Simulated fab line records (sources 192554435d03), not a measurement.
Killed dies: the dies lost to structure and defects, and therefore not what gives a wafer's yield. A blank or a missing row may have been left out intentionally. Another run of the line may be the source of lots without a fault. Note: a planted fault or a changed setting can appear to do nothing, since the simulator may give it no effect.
Which of the tools did it? || flow n5_finfet || Sampling: 24 lots, 72 wafers, 4 of 1938 route steps

WHAT THE GAUGES SHOWED, per wafer
N5_PMOS_HMC_CHANNEL_EPI_CD_MEAS_09 targets a cd of 237.4 nm. Usual: 237.8 nm for cd_nm, sd 0.93.
{"lot": "L074", "measured": "day 1 17:01", "on": "cd_sem-01", "cd_nm (nm)": "237.1 237.4 238.1", "flag": ""}
{"lot": "L075", "measured": "day 1 23:29", "on": "cd_sem-02", "cd_nm (nm)": "238.0 239.2 238.5", "flag": ""}
{"lot": "L076", "measured": "day 2 05:17", "on": "cd_sem-01", "cd_nm (nm)": "237.1 237.5 237.5", "flag": ""}
{"lot": "L077", "measured": "day 2 11:50", "on": "cd_sem-01", "cd_nm (nm)": "237.6 236.1 238.2", "flag": ""}
{"lot": "L078", "measured": "day 2 17:07", "on": "cd_sem-03", "cd_nm (nm)": "237.7 237.5 236.7", "flag": ""}
{"lot": "L079", "measured": "day 2 23:23", "on": "cd_sem-02", "cd_nm (nm)": "236.7 237.0 237.7", "flag": ""}
{"lot": "L080", "measured": "day 3 05:14", "on": "cd_sem-02", "cd_nm (nm)": "237.0 236.6 237.6", "flag": ""}
{"lot": "L081", "measured": "day 3 11:10", "on": "cd_sem-02", "cd_nm (nm)": "237.8 237.2 236.7", "flag": ""}
{"lot": "L082", "measured": "day 3 17:05", "on": "cd_sem-01", "cd_nm (nm)": "239.3 239.0 239.5", "flag": ""}
{"lot": "L083", "measured": "day 3 23:37", "on": "cd_sem-01", "cd_nm (nm)": "238.1 238.1 237.1", "flag": ""}
{"lot": "L084", "measured": "day 4 05:43", "on": "cd_sem-01", "cd_nm (nm)": "238.7 235.8 238.8", "flag": ""}
{"lot": "L085", "measured": "day 4 13:55", "on": "cd_sem-01", "cd_nm (nm)": "237.1 237.2 236.7", "flag": ""}
{"lot": "L086", "measured": "day 4 16:55", "on": "cd_sem-01", "cd_nm (nm)": "239.9 239.5 239.1", "flag": ""}
{"lot": "L087", "measured": "day 4 23:52", "on": "cd_sem-01", "cd_nm (nm)": "238.1 238.4 237.4", "flag": ""}
{"lot": "L088", "measured": "day 5 06:11", "on": "cd_sem-01", "cd_nm (nm)": "237.2 237.1 237.2", "flag": ""}
{"lot": "L089", "measured": "day 5 11:02", "on": "cd_sem-01", "cd_nm (nm)": "237.4 237.0 237.7", "flag": ""}
{"lot": "L090", "measured": "day 5 17:24", "on": "cd_sem-01", "cd_nm (nm)": "238.3 237.9 237.7", "flag": ""}
{"lot": "L091", "measured": "day 5 23:31", "on": "cd_sem-01", "cd_nm (nm)": "237.0 237.2 236.3", "flag": ""}
{"lot": "L092", "measured": "day 6 07:16", "on": "cd_sem-03", "cd_nm (nm)": "238.1 239.5 238.6", "flag": ""}
{"lot": "L093", "measured": "day 6 11:40", "on": "cd_sem-03", "cd_nm (nm)": "238.4 238.5 238.4", "flag": ""}
{"lot": "L094", "measured": "day 6 17:13", "on": "cd_sem-02", "cd_nm (nm)": "238.9 237.7 237.7", "flag": ""}
{"lot": "L095", "measured": "day 6 23:05", "on": "cd_sem-02", "cd_nm (nm)": "238.6 239.1 237.8", "flag": ""}
{"lot": "L096", "measured": "day 7 05:16", "on": "cd_sem-03", "cd_nm (nm)": "237.9 238.5 238.0", "flag": ""}
{"lot": "L097", "measured": "day 7 11:14", "on": "cd_sem-02", "cd_nm (nm)": "237.5 236.3 236.7", "flag": ""}

N5_PMOS_HMC_CHANNEL_EPI_INSPECT_11: inspects for defects (macro). Usual: 2.3 for raw_defect_count, sd 1.4.
{"lot": "L074", "measured": "day 1 17:04", "on": "defect_inspect-01", "raw_defect_count": "3 2 3", "flag": ""}
{"lot": "L075", "measured": "day 1 23:32", "on": "defect_inspect-02", "raw_defect_count": "1 3 1", "flag": ""}
{"lot": "L076", "measured": "day 2 05:20", "on": "defect_inspect-01", "raw_defect_count": "3 0 2", "flag": ""}
{"lot": "L077", "measured": "day 2 11:54", "on": "defect_inspect-01", "raw_defect_count": "2 2 4", "flag": ""}
{"lot": "L078", "measured": "day 2 17:11", "on": "defect_inspect-02", "raw_defect_count": "1 5 3", "flag": ""}
{"lot": "L079", "measured": "day 2 23:26", "on": "defect_inspect-01", "raw_defect_count": "3 3 1", "flag": ""}
{"lot": "L080", "measured": "day 3 05:18", "on": "defect_inspect-02", "raw_defect_count": "1 1 4", "flag": ""}
{"lot": "L081", "measured": "day 3 11:13", "on": "defect_inspect-02", "raw_defect_count": "4 2 1", "flag": ""}
{"lot": "L082", "measured": "day 3 17:09", "on": "defect_inspect-02", "raw_defect_count": "3 3 2", "flag": ""}
{"lot": "L083", "measured": "day 3 23:40", "on": "defect_inspect-02", "raw_defect_count": "1 5 3", "flag": ""}
{"lot": "L084", "measured": "day 4 05:46", "on": "defect_inspect-01", "raw_defect_count": "2 3 3", "flag": ""}
{"lot": "L085", "measured": "day 4 13:58", "on": "defect_inspect-01", "raw_defect_count": "1 4 4", "flag": ""}
{"lot": "L086", "measured": "day 4 16:58", "on": "defect_inspect-02", "raw_defect_count": "4 4 2", "flag": ""}
{"lot": "L087", "measured": "day 4 23:55", "on": "defect_inspect-02", "raw_defect_count": "2 1 4", "flag": ""}
{"lot": "L088", "measured": "day 5 06:14", "on": "defect_inspect-02", "raw_defect_count": "0 3 0", "flag": ""}
{"lot": "L089", "measured": "day 5 11:05", "on": "defect_inspect-02", "raw_defect_count": "3 4 4", "flag": ""}
{"lot": "L090", "measured": "day 5 17:27", "on": "defect_inspect-02", "raw_defect_count": "2 3 3", "flag": ""}
{"lot": "L091", "measured": "day 5 23:34", "on": "defect_inspect-02", "raw_defect_count": "1 1 3", "flag": ""}
{"lot": "L092", "measured": "day 6 07:19", "on": "defect_inspect-01", "raw_defect_count": "2 1 1", "flag": ""}
{"lot": "L093", "measured": "day 6 11:43", "on": "defect_inspect-02", "raw_defect_count": "1 1 3", "flag": ""}
{"lot": "L094", "measured": "day 6 17:16", "on": "defect_inspect-02", "raw_defect_count": "1 3 3", "flag": ""}
{"lot": "L095", "measured": "day 6 23:08", "on": "defect_inspect-01", "raw_defect_count": "3 3 5", "flag": ""}
{"lot": "L096", "measured": "day 7 05:19", "on": "defect_inspect-01", "raw_defect_count": "3 3 1", "flag": ""}
{"lot": "L097", "measured": "day 7 11:17", "on": "defect_inspect-01", "raw_defect_count": "2 3 2", "flag": ""}

TOOL THAT RAN EACH LOT (tool first, then ch and the chambers of the sampled wafers, then the start)
{"lot": "L074", "N5_ZERO_LAYER_ETCH_17": "rie_diel-05 ch 0,1,2, day 1 12:44", "N5_WELL_APT_RTA_34": "rtp_anneal-01 ch 0, day 1 15:49"}
{"lot": "L075", "N5_ZERO_LAYER_ETCH_17": "rie_diel-05 ch 0,2, day 1 19:16", "N5_WELL_APT_RTA_34": "rtp_anneal-01 ch 0, day 1 22:18"}
{"lot": "L076", "N5_ZERO_LAYER_ETCH_17": "rie_diel-05 ch 0,2,3, day 2 00:51", "N5_WELL_APT_RTA_34": "rtp_anneal-01 ch 0, day 2 03:59"}
{"lot": "L077", "N5_ZERO_LAYER_ETCH_17": "rie_diel-05 ch 0,2, day 2 07:50", "N5_WELL_APT_RTA_34": "rtp_anneal-02 ch 0, day 2 10:39"}
{"lot": "L078", "N5_ZERO_LAYER_ETCH_17": "rie_diel-03 ch 0,1, day 2 12:43", "N5_WELL_APT_RTA_34": "rtp_anneal-01 ch 0, day 2 15:49"}
{"lot": "L079", "N5_ZERO_LAYER_ETCH_17": "rie_diel-05 ch 0,1,3, day 2 19:01", "N5_WELL_APT_RTA_34": "rtp_anneal-01 ch 0, day 2 22:05"}
{"lot": "L080", "N5_ZERO_LAYER_ETCH_17": "rie_diel-03 ch 0,3, day 3 00:50", "N5_WELL_APT_RTA_34": "rtp_anneal-01 ch 0, day 3 03:51"}
{"lot": "L081", "N5_ZERO_LAYER_ETCH_17": "rie_diel-06 ch 0,1, day 3 06:43", "N5_WELL_APT_RTA_34": "rtp_anneal-02 ch 0, day 3 09:58"}
{"lot": "L082", "N5_ZERO_LAYER_ETCH_17": "rie_diel-06 ch 0,1,2, day 3 12:50", "N5_WELL_APT_RTA_34": "rtp_anneal-01 ch 0, day 3 15:48"}
{"lot": "L083", "N5_ZERO_LAYER_ETCH_17": "rie_diel-05 ch 1,2, day 3 18:50", "N5_WELL_APT_RTA_34": "rtp_anneal-02 ch 0, day 3 22:20"}
{"lot": "L084", "N5_ZERO_LAYER_ETCH_17": "rie_diel-05 ch 0,1,3, day 4 00:50", "N5_WELL_APT_RTA_34": "rtp_anneal-01 ch 0, day 4 04:32"}
{"lot": "L085", "N5_ZERO_LAYER_ETCH_17": "rie_diel-06 ch 0,3, day 4 06:58", "N5_WELL_APT_RTA_34": "rtp_anneal-01 ch 0, day 4 12:44"}
{"lot": "L086", "N5_ZERO_LAYER_ETCH_17": "rie_diel-03 ch 1,2,3, day 4 12:43", "N5_WELL_APT_RTA_34": "rtp_anneal-01 ch 0, day 4 15:44"}
{"lot": "L087", "N5_ZERO_LAYER_ETCH_17": "rie_diel-06 ch 0,1, day 4 18:50", "N5_WELL_APT_RTA_34": "rtp_anneal-01 ch 0, day 4 22:36"}
{"lot": "L088", "N5_ZERO_LAYER_ETCH_17": "rie_diel-05 ch 0,1,3, day 5 00:56", "N5_WELL_APT_RTA_34": "rtp_anneal-02 ch 0, day 5 04:53"}
{"lot": "L089", "N5_ZERO_LAYER_ETCH_17": "rie_diel-06 ch 0,1,2, day 5 06:44", "N5_WELL_APT_RTA_34": "rtp_anneal-01 ch 0, day 5 09:52"}
{"lot": "L090", "N5_ZERO_LAYER_ETCH_17": "rie_diel-05 ch 1,2, day 5 12:50", "N5_WELL_APT_RTA_34": "rtp_anneal-01 ch 0, day 5 16:08"}
{"lot": "L091", "N5_ZERO_LAYER_ETCH_17": "rie_diel-03 ch 0,1,3, day 5 18:56", "N5_WELL_APT_RTA_34": "rtp_anneal-02 ch 0, day 5 21:59"}
{"lot": "L092", "N5_ZERO_LAYER_ETCH_17": "rie_diel-06 ch 0,1,2, day 6 00:43", "N5_WELL_APT_RTA_34": "rtp_anneal-01 ch 0, day 6 05:45"}
{"lot": "L093", "N5_ZERO_LAYER_ETCH_17": "rie_diel-06 ch 0,2,3, day 6 07:03", "N5_WELL_APT_RTA_34": "rtp_anneal-01 ch 0, day 6 10:29"}
{"lot": "L094", "N5_ZERO_LAYER_ETCH_17": "rie_diel-06 ch 0,1, day 6 12:43", "N5_WELL_APT_RTA_34": "rtp_anneal-01 ch 0, day 6 15:52"}
{"lot": "L095", "N5_ZERO_LAYER_ETCH_17": "rie_diel-03 ch 0,1, day 6 18:44", "N5_WELL_APT_RTA_34": "rtp_anneal-02 ch 0, day 6 21:35"}
{"lot": "L096", "N5_ZERO_LAYER_ETCH_17": "rie_diel-05 ch 0,1,2, day 7 00:59", "N5_WELL_APT_RTA_34": "rtp_anneal-01 ch 0, day 7 04:04"}
{"lot": "L097", "N5_ZERO_LAYER_ETCH_17": "rie_diel-05 ch 0,1, day 7 06:44", "N5_WELL_APT_RTA_34": "rtp_anneal-02 ch 0, day 7 09:46"}
- N5_ZERO_LAYER_ETCH_17: etches SiO2 in CF4, target depth 12 nm, time 13.3 s.
- N5_WELL_APT_RTA_34: time 10 s.

WHAT THE TOOLS THEMSELVES READ (means of the sampled wafers that have a number; where no wafer has one, the mark that the record gives instead)
N5_ZERO_LAYER_ETCH_17. Usual: drypump_motor_current_A 5.75 A, standard deviation 0.26; oes_product_au 0.79 a.u., standard deviation 0.092; rf_vpp_V 948 V, standard deviation 4; showerhead_plenum_p_Torr 2.14 Torr, standard deviation 0.062; throttle_valve_pct 15.71 %, standard deviation 0.22.
{"lot": "L074", "tool": "rie_diel-05", "drypump_motor_current_A (A)": 5.72, "oes_product_au (a.u.)": 0.86, "rf_vpp_V (V)": 950, "showerhead_plenum_p_Torr (Torr)": 2.14, "throttle_valve_pct (%)": 15.52, "flag": ""}
{"lot": "L075", "tool": "rie_diel-05", "drypump_motor_current_A (A)": 5.67, "oes_product_au (a.u.)": 0.93, "rf_vpp_V (V)": 950, "showerhead_plenum_p_Torr (Torr)": 2.16, "throttle_valve_pct (%)": 15.55, "flag": ""}
{"lot": "L076", "tool": "rie_diel-05", "drypump_motor_current_A (A)": 5.85, "oes_product_au (a.u.)": 0.83, "rf_vpp_V (V)": 946, "showerhead_plenum_p_Torr (Torr)": 2.10, "throttle_valve_pct (%)": 15.78, "flag": ""}
{"lot": "L077", "tool": "rie_diel-05", "drypump_motor_current_A (A)": 5.66, "oes_product_au (a.u.)": 0.91, "rf_vpp_V (V)": 949, "showerhead_plenum_p_Torr (Torr)": 2.16, "throttle_valve_pct (%)": 15.57, "flag": ""}
{"lot": "L078", "tool": "rie_diel-03", "drypump_motor_current_A (A)": 5.96, "oes_product_au (a.u.)": 0.75, "rf_vpp_V (V)": 945, "showerhead_plenum_p_Torr (Torr)": 2.09, "throttle_valve_pct (%)": 15.76, "flag": ""}
{"lot": "L079", "tool": "rie_diel-05", "drypump_motor_current_A (A)": 5.88, "oes_product_au (a.u.)": 0.76, "rf_vpp_V (V)": 945, "showerhead_plenum_p_Torr (Torr)": 2.09, "throttle_valve_pct (%)": 15.77, "flag": ""}
{"lot": "L080", "tool": "rie_diel-03", "drypump_motor_current_A (A)": 5.33, "oes_product_au (a.u.)": 0.77, "rf_vpp_V (V)": 949, "showerhead_plenum_p_Torr (Torr)": 2.15, "throttle_valve_pct (%)": 15.71, "flag": ""}
{"lot": "L081", "tool": "rie_diel-06", "drypump_motor_current_A (A)": 5.88, "oes_product_au (a.u.)": 0.76, "rf_vpp_V (V)": 954, "showerhead_plenum_p_Torr (Torr)": 2.21, "throttle_valve_pct (%)": 15.77, "flag": ""}
{"lot": "L082", "tool": "rie_diel-06", "drypump_motor_current_A (A)": 5.76, "oes_product_au (a.u.)": 0.75, "rf_vpp_V (V)": 951, "showerhead_plenum_p_Torr (Torr)": 2.18, "throttle_valve_pct (%)": 15.70, "flag": ""}
{"lot": "L083", "tool": "rie_diel-05", "drypump_motor_current_A (A)": 5.62, "oes_product_au (a.u.)": 0.88, "rf_vpp_V (V)": 951, "showerhead_plenum_p_Torr (Torr)": 2.17, "throttle_valve_pct (%)": 15.39, "flag": ""}
{"lot": "L084", "tool": "rie_diel-05", "drypump_motor_current_A (A)": 5.89, "oes_product_au (a.u.)": 0.75, "rf_vpp_V (V)": 946, "showerhead_plenum_p_Torr (Torr)": 2.09, "throttle_valve_pct (%)": 15.78, "flag": ""}
{"lot": "L085", "tool": "rie_diel-06", "drypump_motor_current_A (A)": 5.80, "oes_product_au (a.u.)": 0.90, "rf_vpp_V (V)": 950, "showerhead_plenum_p_Torr (Torr)": 2.18, "throttle_valve_pct (%)": 15.73, "flag": ""}
{"lot": "L086", "tool": "rie_diel-03", "drypump_motor_current_A (A)": 5.66, "oes_product_au (a.u.)": 0.74, "rf_vpp_V (V)": 944, "showerhead_plenum_p_Torr (Torr)": 2.08, "throttle_valve_pct (%)": 15.82, "flag": ""}
{"lot": "L087", "tool": "rie_diel-06", "drypump_motor_current_A (A)": 5.87, "oes_product_au (a.u.)": 0.75, "rf_vpp_V (V)": 952, "showerhead_plenum_p_Torr (Torr)": 2.21, "throttle_valve_pct (%)": 15.79, "flag": ""}
{"lot": "L088", "tool": "rie_diel-05", "drypump_motor_current_A (A)": 5.91, "oes_product_au (a.u.)": 0.73, "rf_vpp_V (V)": 945, "showerhead_plenum_p_Torr (Torr)": 2.08, "throttle_valve_pct (%)": 15.80, "flag": ""}
{"lot": "L089", "tool": "rie_diel-06", "drypump_motor_current_A (A)": 5.74, "oes_product_au (a.u.)": 0.74, "rf_vpp_V (V)": 950, "showerhead_plenum_p_Torr (Torr)": 2.18, "throttle_valve_pct (%)": 15.73, "flag": ""}
{"lot": "L090", "tool": "rie_diel-05", "drypump_motor_current_A (A)": 5.67, "oes_product_au (a.u.)": 0.80, "rf_vpp_V (V)": 950, "showerhead_plenum_p_Torr (Torr)": 2.15, "throttle_valve_pct (%)": 15.40, "flag": ""}
{"lot": "L091", "tool": "rie_diel-03", "drypump_motor_current_A (A)": 5.63, "oes_product_au (a.u.)": 0.75, "rf_vpp_V (V)": 947, "showerhead_plenum_p_Torr (Torr)": 2.11, "throttle_valve_pct (%)": 15.77, "flag": ""}
{"lot": "L092", "tool": "rie_diel-06", "drypump_motor_current_A (A)": 5.75, "oes_product_au (a.u.)": 0.74, "rf_vpp_V (V)": 950, "showerhead_plenum_p_Torr (Torr)": 2.17, "throttle_valve_pct (%)": 15.74, "flag": ""}
{"lot": "L093", "tool": "rie_diel-06", "drypump_motor_current_A (A)": 5.69, "oes_product_au (a.u.)": 0.80, "rf_vpp_V (V)": 949, "showerhead_plenum_p_Torr (Torr)": 2.15, "throttle_valve_pct (%)": 15.72, "flag": ""}
{"lot": "L094", "tool": "rie_diel-06", "drypump_motor_current_A (A)": 5.88, "oes_product_au (a.u.)": 0.75, "rf_vpp_V (V)": 952, "showerhead_plenum_p_Torr (Torr)": 2.21, "throttle_valve_pct (%)": 15.81, "flag": ""}
{"lot": "L095", "tool": "rie_diel-03", "drypump_motor_current_A (A)": 5.66, "oes_product_au (a.u.)": 0.73, "rf_vpp_V (V)": 947, "showerhead_plenum_p_Torr (Torr)": 2.11, "throttle_valve_pct (%)": 15.81, "flag": ""}
{"lot": "L096", "tool": "rie_diel-05", "drypump_motor_current_A (A)": 5.72, "oes_product_au (a.u.)": 0.81, "rf_vpp_V (V)": 947, "showerhead_plenum_p_Torr (Torr)": 2.13, "throttle_valve_pct (%)": 15.60, "flag": ""}
{"lot": "L097", "tool": "rie_diel-05", "drypump_motor_current_A (A)": 5.82, "oes_product_au (a.u.)": 0.77, "rf_vpp_V (V)": 945, "showerhead_plenum_p_Torr (Torr)": 2.10, "throttle_valve_pct (%)": 15.75, "flag": ""}

N5_WELL_APT_RTA_34. Usual: lamp_power_pct 13.00 %, standard deviation 0.054; wafer_temp_C_max 1003.6, standard deviation 1.1.
{"lot": "L074", "tool": "rtp_anneal-01", "lamp_power_pct (%)": 12.98, "wafer_temp_C_max": 1004.3, "flag": ""}
{"lot": "L075", "tool": "rtp_anneal-01", "lamp_power_pct (%)": 12.99, "wafer_temp_C_max": 1003.2, "flag": ""}
{"lot": "L076", "tool": "rtp_anneal-01", "lamp_power_pct (%)": 13.03, "wafer_temp_C_max": 1003.0, "flag": ""}
{"lot": "L077", "tool": "rtp_anneal-02", "lamp_power_pct (%)": 12.99, "wafer_temp_C_max": 1003.9, "flag": ""}
{"lot": "L078", "tool": "rtp_anneal-01", "lamp_power_pct (%)": 13.07, "wafer_temp_C_max": 1002.6, "flag": ""}
{"lot": "L079", "tool": "rtp_anneal-01", "lamp_power_pct (%)": 13.04, "wafer_temp_C_max": 1003.4, "flag": ""}
{"lot": "L080", "tool": "rtp_anneal-01", "lamp_power_pct (%)": 12.96, "wafer_temp_C_max": 1003.7, "flag": ""}
{"lot": "L081", "tool": "rtp_anneal-02", "lamp_power_pct (%)": 13.04, "wafer_temp_C_max": 1005.4, "flag": ""}
{"lot": "L082", "tool": "rtp_anneal-01", "lamp_power_pct (%)": 13.05, "wafer_temp_C_max": 1004.0, "flag": ""}
{"lot": "L083", "tool": "rtp_anneal-02", "lamp_power_pct (%)": 13.00, "wafer_temp_C_max": 1003.5, "flag": ""}
{"lot": "L084", "tool": "rtp_anneal-01", "lamp_power_pct (%)": 13.00, "wafer_temp_C_max": 1002.8, "flag": ""}
{"lot": "L085", "tool": "rtp_anneal-01", "lamp_power_pct (%)": 13.07, "wafer_temp_C_max": 1003.4, "flag": ""}
{"lot": "L086", "tool": "rtp_anneal-01", "lamp_power_pct (%)": 13.01, "wafer_temp_C_max": 1003.8, "flag": ""}
{"lot": "L087", "tool": "rtp_anneal-01", "lamp_power_pct (%)": 13.08, "wafer_temp_C_max": 1005.0, "flag": ""}
{"lot": "L088", "tool": "rtp_anneal-02", "lamp_power_pct (%)": 13.01, "wafer_temp_C_max": 1004.5, "flag": ""}
{"lot": "L089", "tool": "rtp_anneal-01", "lamp_power_pct (%)": 13.00, "wafer_temp_C_max": 1003.7, "flag": ""}
{"lot": "L090", "tool": "rtp_anneal-01", "lamp_power_pct (%)": 13.01, "wafer_temp_C_max": 1003.1, "flag": ""}
{"lot": "L091", "tool": "rtp_anneal-02", "lamp_power_pct (%)": 13.04, "wafer_temp_C_max": 1004.1, "flag": ""}
{"lot": "L092", "tool": "rtp_anneal-01", "lamp_power_pct (%)": 13.00, "wafer_temp_C_max": 1004.2, "flag": ""}
{"lot": "L093", "tool": "rtp_anneal-01", "lamp_power_pct (%)": 12.96, "wafer_temp_C_max": 1002.8, "flag": ""}
{"lot": "L094", "tool": "rtp_anneal-01", "lamp_power_pct (%)": 12.97, "wafer_temp_C_max": 1004.5, "flag": ""}
{"lot": "L095", "tool": "rtp_anneal-02", "lamp_power_pct (%)": 12.99, "wafer_temp_C_max": 1004.2, "flag": ""}
{"lot": "L096", "tool": "rtp_anneal-01", "lamp_power_pct (%)": 12.99, "wafer_temp_C_max": 1003.1, "flag": ""}
{"lot": "L097", "tool": "rtp_anneal-02", "lamp_power_pct (%)": 12.97, "wafer_temp_C_max": 1004.3, "flag": ""}

THE ANSWER, worked out from the rows above alone
Rule: a lot is off if the mean of its wafers that have a number lies more than 3 standard deviations from the usual mean. A lot without any number at a reading at which 4 lots or more have one is off too. All remaining lots with rows at the step are treated as sound. The gauges are gone through in route order, then the tools' own readings, and for those a lot's mean is taken as printed above. The first step at which some lot is off is used, and at that step the reading that is off furthest; a lot without a number counts as furthest.
Across all readings shown, no lot is off: no conclusion can be drawn from this.

WHAT WAS PUT IN BY THE SIMULATOR
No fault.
